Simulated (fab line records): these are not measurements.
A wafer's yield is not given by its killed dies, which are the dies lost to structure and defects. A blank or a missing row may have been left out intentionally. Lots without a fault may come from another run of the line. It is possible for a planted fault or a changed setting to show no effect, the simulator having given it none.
fab line records | flow nandHarc
record: lots: 6 wafers: 18 lastDay: 33
route steps=1302 shown A_CHANNEL_HOLE_D1@487 A_CHANNEL_FILL_D1@490
lots that met no fault: taken from a fault-free run of the same line
startH: hours from the record's opening day to when the first of the lot's shown wafers began | waitH: hours since the lot's step before | " same as the row above | L1.1+2: a row that stands for several wafers | - no value, or no start given | * or withheld: withheld | < > ~ a bound
route shown NAME@n: a module of which the file shows steps, and the number in the route of the first | usual: the fault-free wafers' mean and standard deviation | same: alike in all rows | chamber/n: place in a boat | sites: each site's reading | _std_site: standard deviation of those values | _edge_site: mean of outer sites minus mean of inner sites | radiusMm: for every site, how far away it sits from the centre of the wafer | mask NAME#n: copy n | behind: the tool/chamber that last shaped the wafer | hold: why the lot went on hold/how many hours it stayed there/how the hold came to an end | device: names the non-switching transistor (n, p or np) | end of line: tests run on the same wafers once the route is complete | for a step that has no rows: nothing shown but its recipe | killed: at the first sort, the dies lost to defects and structure; wafer yield is something else | map: a wafer's dies, marking killed ones x, the rest . and places with no die _
set.NAME: the setting that was run; set.NAME@STEP: the one run at that earlier step | model.NAME: the simulator's own value behind a step, which no gauge read
a table for each step, a row for each wafer; lots at some steps of the route
services: the hour from which a tool's chamber was out of use, counted from the record's first day as startH (under 0 if before that day), plus the number of hours and why
== steps ==
step: NHARC_A_CHANNEL_HOLE_D1_CD_MEAS_30
usual: cdNm: 89.7/1.2
columns lot.wafer tool chamber startH waitH cdNm
L187.1 cdSem-03 - 223.80 - 87.5
L187.2 " - " " 88.2
L187.4 " - " " 87.7
L189.2 cdSem-01 - 231.75 - 90.9
L189.3 " - " " 89.4
L189.4 " - " " 92.1
L191.2 cdSem-03 - 255.15 - 89.7
L191.3 " - " " 88.0
L191.5 " - " " 89.1
L201.1 cdSem-02 - 350.41 - 90.2
L201.2 " - " " 91.4
L201.5 " - " " 90.7
L203.1 cdSem-03 - 385.21 - 90.3
L203.2 " - " " 90.6
L203.3 " - " " 88.5
L206.1 cdSem-02 - 409.94 - 90.1
L206.2 " - " " 90.7
L206.3 " - " " 89.5
step: NHARC_A_CHANNEL_HOLE_D1_XSEM_31
recipe: landingEnergyEv: 35000
usual: botCdNm: 74.2/1.3 bowNm: 8.7/0.3 tiltDeg: 0.06/0.046
columns lot.wafer tool chamber startH waitH botCdNm bowNm tiltDeg
L187.1 xsem-02 0 223.89 0.1 72.1 8.7 0.13
L187.2 " 0 " " 72.9 8.7 0.13
L187.4 " 0 " " 72.3 8.7 0.13
L189.2 xsem-02 0 231.85 0.1 75.1 8.5 0.00
L189.3 " 0 " " 73.3 8.4 0.00
L189.4 " 0 " " 76.5 8.4 0.00
L191.2 xsem-01 0 255.23 0.1 74.4 8.7 0.10
L191.3 " 0 " " 71.5 8.6 0.10
L191.5 " 0 " " 73.6 8.7 0.10
L201.1 xsem-01 0 350.51 0.1 74.2 8.4 0.06
L201.2 " 0 " " 75.8 8.4 0.06
L201.5 " 0 " " 74.6 8.3 0.06
L203.1 xsem-02 0 385.30 0.1 75.6 8.2 0.06
L203.2 " 0 " " 75.0 8.1 0.06
L203.3 " 0 " " 73.7 8.2 0.06
L206.1 xsem-01 0 410.02 0.1 74.0 8.8 0.07
L206.2 " 0 " " 75.2 8.8 0.07
L206.3 " 0 " " 73.8 8.9 0.08
step: NHARC_A_CHANNEL_HOLE_D1_INSPECT_40
usual: rawDefectCount: 69/27
columns lot.wafer tool chamber startH waitH rawDefectCount
L187.1 defectInspect-01 - 223.99 - 27
L187.2 " - " " 72
L187.4 " - " " 53
L189.2 defectInspect-02 - 231.94 - 62
L189.3 " - " " 67
L189.4 " - " " 57
L191.2 defectInspect-01 - 255.33 - 37
L191.3 " - " " 83
L191.5 " - " " 75
L201.1 defectInspect-01 - 350.61 - 117
L201.2 " - " " 85
L201.5 " - " " 126
L203.1 defectInspect-02 - 385.40 - 55
L203.2 " - " " 60
L203.3 " - " " 38
L206.1 defectInspect-02 - 410.12 - 48
L206.2 " - " " 54
L206.3 " - " " 50
step: NHARC_A_CHANNEL_FILL_D1_PRECLEAN_00
recipe: timeS: * tempC: 50 bathAgeMin: 0 chemistry: SC1
step: NHARC_A_CHANNEL_FILL_D1_SRD_01
step: NHARC_A_CHANNEL_FILL_D1_ALD_02
recipe: targetThkA: 60 pulseTimeS: 10 aldCycles: 60 tempC: 300 material: SiO2
usual: heaterPowerW: 456/43 precursorPulseHeightRel: 1.001/0.021 susceptorTempC: 299.99/0.18
columns lot.wafer tool chamber startH waitH heaterPowerW precursorPulseHeightRel sinceWetCleanH susceptorTempC
L187.4 aldHk-01 1 224.26 - 474 0.992 93 299.44
L187.1 " 2 " " 466 1.008 93 300.05
L187.2 " 3 " " 470 0.994 93 299.84
L189.3 aldHk-03 2 232.13 - 448 0.998 7 299.79
L189.2 " 3 " " 376 1.022 7 299.55
L189.4 " 1 " " 488 0.969 8 300.33
L191.2 aldHk-04 1 255.53 - 474 0.986 167 300.10
L191.3 " 3 " " 465 1.033 168 299.95
L191.5 " 1 " " 488 1.002 - 299.88
L201.2 aldHk-04 2 350.88 - 409 1.019 85 299.88
L201.1 " 0 " " 511 0.988 85 300.07
L201.5 " 1 " " 493 1.019 - 300.32
L203.1 aldHk-04 0 386.64 - 526 1.007 121 300.12
L203.2 " 1 " " 508 1.030 121 299.97
L203.3 " 2 " " 390 0.980 121 300.12
L206.3 aldHk-01 1 410.32 - 481 1.034 101 299.85
L206.2 " 2 " " 429 1.014 101 300.12
L206.1 " 0 " " 465 1.018 102 300.05
step: NHARC_A_CHANNEL_FILL_D1_ALD_03
recipe: targetThkA: 60 pulseTimeS: 60 aldCycles: 58 tempC: 630 pressureTorr: 2 material: SiNx
usual: precursorPulseHeightRel: 1.001/0.019 susceptorTempC: 630.00/0.24
columns lot.wafer tool chamber startH waitH precursorPulseHeightRel susceptorTempC
L187.1 aldSinBatch-03 0 - - 1.001 629.96
L187.2 " 0 " " 1.013 630.01
L187.4 " 0 " " 0.975 629.61
L189.2 aldSinBatch-01 0 - - 0.957 -
L189.3 " 0 " " 1.026 -
L189.4 " 0 " " 0.986 -
L191.2 aldSinBatch-01 0 - - 1.010 -
L191.3 " 0 " " 1.020 -
L191.5 " 0 " " 1.017 -
L201.1 aldSinBatch-01 0 - - 0.974 -
L201.2 " 0 " " 1.045 -
L201.5 " 0 " " 1.011 -
L203.1 aldSinBatch-03 0 - - 1.012 630.04
L203.2 " 0 " " 1.014 630.00
L203.3 " 0 " " 0.978 629.99
L206.1 aldSinBatch-01 0 - - 1.011 629.94
L206.2 " 0 " " 0.985 630.05
L206.3 " 0 " " 1.011 630.28
step: NHARC_A_CHANNEL_FILL_D1_ALD_14
recipe: targetThkA: 25 pulseTimeS: 10 aldCycles: 25 tempC: 300 material: SiO2
usual: heaterPowerW: 463/39 precursorPulseHeightRel: 0.999/0.02 susceptorTempC: 299.98/0.17
columns lot.wafer tool chamber startH waitH heaterPowerW precursorPulseHeightRel sinceWetCleanH susceptorTempC
L187.1 aldHk-03 2 231.21 0.0 457 0.991 6 300.14
L187.2 " 3 " " 382 0.993 6 300.23
L187.4 " 0 " " 434 0.956 6 299.96
L189.3 aldHk-03 2 239.56 0.1 461 1.012 15 299.72
L189.2 " 3 " " 365 1.013 15 300.16
L189.4 " 0 " " 451 1.028 15 300.12
L191.2 aldHk-01 3 262.56 0.1 473 1.002 131 300.17
L191.3 " 1 " " 462 1.049 132 300.07
L191.5 " 3 " " 469 0.993 - 300.22
L201.1 aldHk-01 1 357.84 0.1 478 0.996 49 300.12
L201.2 " 2 " " 444 0.994 49 299.93
L201.5 " 3 " " 468 1.003 - 300.14
L203.1 aldHk-04 1 393.67 0.0 512 1.003 128 299.87
L203.3 " 3 " " 508 0.980 128 299.95
L203.2 " 0 " " 505 1.003 128 299.74
L206.2 aldHk-03 1 417.44 0.0 499 0.984 15 -
L206.1 " 3 " " 377 1.015 15 -
L206.3 " 0 " " 429 0.988 15 -
step: NHARC_A_CHANNEL_FILL_D1_ALD_15
recipe: targetThkA: 20 pulseTimeS: 60 aldCycles: 19 tempC: 630 pressureTorr: 2 material: SiNx
step: NHARC_A_CHANNEL_FILL_D1_ALD_16
recipe: targetThkA: 15 pulseTimeS: 10 aldCycles: 15 tempC: 300 material: SiO2
step: NHARC_A_CHANNEL_FILL_D1_ANNEAL_17
recipe: tempC: 850 timeS: 1800
step: NHARC_A_CHANNEL_FILL_D1_CVD_18
recipe: targetThkA: 30 tempC: 550 material: poly-Si
step: NHARC_A_CHANNEL_FILL_D1_ETCHBACK_19
recipe: targetDepthA: 50 timeS: 1.7 hbrFlowSccm: 150 cl2FlowSccm: 50 rfW: 400 icpW: 400 biasW: 100 chemistry: HBr/Cl2
usual: drypumpMotorCurrentA: 5.7/0.42 oesProductAu: 0.997/0.0097 throttleValvePct: 26.406/0.009
columns lot.wafer tool chamber startH waitH drypumpMotorCurrentA oesProductAu rfHoursCounterH throttleValvePct
L187.4 rieSi-05 0 248.41 0.4 5.4 1.005 0.7 26.414
L187.2 " 1 " " 5.7 0.993 0.7 26.433
L187.1 " 3 " " 5.6 0.996 0.7 26.403
L189.2 rieSi-05 2 258.51 0.4 5.6 0.758 0.7 26.403
L189.3 " 3 " " 5.6 0.763 0.8 26.402
L189.4 " 1 " " 5.7 0.999 0.7 26.404
L191.2 rieSi-05 3 279.55 0.4 5.6 0.759 0.8 26.412
L191.3 " 0 " " 5.4 0.769 0.8 26.401
L191.5 " 0 " " 5.4 1.009 - 26.407
L201.1 rieSi-04 1 375.53 0.4 5.9 1.012 0.1 26.415
L201.2 " 2 " " 5.4 0.991 0.1 26.384
L201.5 " 0 " " 5.1 1.009 - 26.393
L203.2 rieSi-04 3 410.82 0.4 6.1 0.991 0.3 26.398
L203.1 " 0 " " 5.1 0.990 0.2 26.393
L203.3 " 2 " " 5.4 0.988 0.3 26.387
L206.3 rieSi-01 2 434.63 0.4 5.8 0.987 0.3 26.415
L206.1 " 3 " " 5.0 0.985 0.3 26.406
L206.2 " 0 " " 5.8 1.002 0.4 26.420
step: NHARC_A_CHANNEL_FILL_D1_ETCHBACK_20
recipe: targetDepthA: 270 timeS: 13.5 c4f8FlowSccm: withheld o2FlowSccm: 8 arFlowSccm: withheld rfW: 600 biasW: 1500 chemistry: C4F8/O2/Ar
usual: oesProductAu: 0.97/0.036 rfVppV: 978/5.5
columns lot.wafer tool chamber startH waitH oesProductAu rfHoursCounterH rfVppV
L187.4 rieDiel-02 2 248.53 - 1.01 0.9 973
L187.2 " 3 " " 1.01 1.0 987
L187.1 " 1 " " 1.00 0.9 975
L189.3 rieDiel-02 3 258.63 - 1.01 1.4 987
L189.2 " 1 " " 1.01 1.3 977
L189.4 " 2 " " 1.02 1.4 971
L191.2 rieDiel-12 3 279.69 - 1.02 0.4 969
L191.3 " 0 " " 0.99 0.4 984
L191.5 " 1 " " 1.00 - 974
L201.1 rieDiel-04 3 375.64 - 1.01 0.2 980
L201.2 " 0 " " 0.99 0.1 979
L201.5 " 0 " " 1.00 - 978
L203.2 rieDiel-02 2 410.95 - 1.00 0.1 973
L203.1 " 3 " " 0.99 0.1 986
L203.3 " 1 " " 1.00 0.1 977
L206.1 rieDiel-12 2 434.74 - 0.93 10.8 982
L206.3 " 3 " " 0.94 10.8 969
L206.2 " 1 " " 0.93 8.4 976
== services ==
columns tool chamber startH hours kind
aldHk-03 - 214.97 10.0 pm
rieDiel-02 - 216.70 9.0 pm
rieDiel-12 0 233.15 14.6 repair
aldHk-04 - 256.18 10.0 pm
rieDiel-12 - 268.40 9.0 pm
rieDiel-12 1 280.85 24.9 repair
aldHk-01 - 299.16 10.0 pm
rieSi-04 0 300.34 1.0 repair
rieSi-05 - 304.45 0.1 repair
rieSi-05 - 305.00 9.0 pm
rieSi-04 - 342.00 9.0 pm
rieSi-04 - 371.55 0.8 repair
xsem-01 - 374.00 14.0 pm
rieDiel-12 - 377.32 0.4 repair
rieDiel-12 - 384.43 0.6 repair
aldHk-03 - 392.97 10.0 pm
rieDiel-02 - 393.70 9.0 pm
rieDiel-12 0 399.05 39.8 repair
rieSi-04 0 404.60 3.0 repair
rieDiel-12 1 409.70 2.5 repair
rieDiel-02 3 414.48 13.4 repair
aldHk-03 - 422.35 0.8 repair
rieDiel-02 0 425.14 5.1 repair
aldHk-04 - 434.18 10.0 pm
== key ==
firstSign: step: NHARC_A_CHANNEL_FILL_D1_ETCHBACK_19 reading: oesProductAu direction: down sigmas: 24 usual: 0.997 struck: 0.762
effect none on later readings
metAt NHARC_A_CHANNEL_FILL_D1_ETCHBACK_19
struckWafers L189.2,L189.3,L191.2,L191.3
sortLeftOut L189.2,L189.3,L191.2,L191.3
testerLeftOut L189,L191
onsetBetween 248.41 258.51
fault: kind: processParameterDrift tool: rieSi-05 chamber: - onsetH: 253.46 steps: NHARC_A_CHANNEL_FILL_D1_ETCHBACK_19 channel: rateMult offset: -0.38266 shape: step endH: 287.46 scope: struckWafersOnly
testerLeftOut: of these lots the tester's yield and bins aren't shown, on N5 and GAA mostly nor the transistor test; their killed dies are dies lost to structure and defects alone, not to doping, threshold or leakage, so they don't give the yield
sortLeftOut: the simulated sort isn't trusted on such a fault, so these wafers' sort isn't shown, and their yield isn't known
